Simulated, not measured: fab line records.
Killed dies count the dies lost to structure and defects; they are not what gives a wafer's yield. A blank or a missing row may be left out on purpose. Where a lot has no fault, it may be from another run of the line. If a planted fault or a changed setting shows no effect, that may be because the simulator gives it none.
Problem report in the 8D (eight disciplines) form, filled by code | flow n5Finfet | the parts of the form that need people (team, actions taken, sign-off) are left out

## 1. WHAT WENT WRONG
Mean of oesProductAu at N5_PASSIVATION_ETCH_59: 1.00 a.u. across 3 wafers in 3 lots; on wafers with no fault it is 0.78 a.u. (standard deviation 0.036). Relative to the usual mean, that is a shift of +6.2 standard deviations.
The step: etches TaN in Cl2/BCl3, target depth 65 nm, time 34.9 s.
First seen on wafer L231.6, day 15 11:47, on rieMetal-01. Wafers with a number at this step in the record: 18, from 7 lots. Rule for "out" (also "out of limits"): further than 4 standard deviations from the usual mean. Any other wafer with a number is counted as sound.

## 2. WHAT IT IS AND WHAT IT IS NOT
question                    | is                     | is not
which readings at this step | oesProductAu           | drypumpMotorCurrentA
which lots                  | L231, L232, L233       | L224, L225, L239, L240
which wafers of those lots  | L231.6, L232.3, L233.3 | L231.4, L232.4, L233.4
read on which tools         | rieMetal-01            | rieMetal-02, rieMetal-03
when                        | from day 15 11:47      | up to then (7 sound wafers); but 8 sound wafers of L232, L233, L239, L240 came after

## 3. SUSPECTS, AND WHAT RULES EACH OUT
Counting: a tool at a process step up to the reading stays a suspect if it ran every lot that is out. Sound lots after the first of them don't rule it out here, since some wafers of a struck lot are sound.
- rieMetal-01 at N5_PASSIVATION_AL_ETCH_33 (etches Al in Cl2/BCl3, stops on TaN, target depth 2800 nm, time 466.7 s): kept. It processed each lot that is out (first: L231, day 15 11:29); up to then, its last sound lot is L225 (day 13 13:40).
- rieMetal-01 at N5_PASSIVATION_ETCH_59 (etches TaN in Cl2/BCl3, target depth 65 nm, time 34.9 s): kept. It processed each lot that is out (first: L231, day 15 11:47); up to then, its last sound lot is L225 (day 13 13:58). Its own oesProductAu readings are out on those wafers.
What counting leaves: rieMetal-01 at N5_PASSIVATION_AL_ETCH_33 and rieMetal-01 at N5_PASSIVATION_ETCH_59.

## 4. THE CAUSE (what the simulator had put in)
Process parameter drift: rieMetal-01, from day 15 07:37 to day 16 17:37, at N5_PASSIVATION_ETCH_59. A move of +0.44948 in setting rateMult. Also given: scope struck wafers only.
Of the 2 suspects that counting leaves, this tool is one.

## 5. THE CHAIN OF EFFECTS, in route order
One row per reading whose mean, taken over the struck wafers that have a number, lies over 3 standard deviations from the usual. Readings are gone through only where the record gives a usual standard deviation; hours: the median, over the lots, of the time from a lot's start at the first step in this table giving one to that lot's start at this step; sigmas: the change measured in usual standard deviations.
hours | step                   | reading          | usual     | on struck wafers | change | sigmas
0     | N5_PASSIVATION_ETCH_59 | oesProductAu     | 0.78 a.u. | 1.00             | +0.22  | +6.2
0     | N5_PASSIVATION_ETCH_59 | throttleValvePct | 21.14 %   | 20.49            | -0.65  | -4.1
Its process steps:
- N5_PASSIVATION_ETCH_59: etches TaN in Cl2/BCl3, target depth 65 nm, time 34.9 s.

## 6. HOW IT WOULD HAVE BEEN CAUGHT EARLIER
The fault began at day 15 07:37; the first out-of-limits reading in this record came at day 15 11:47, 4 hours later.
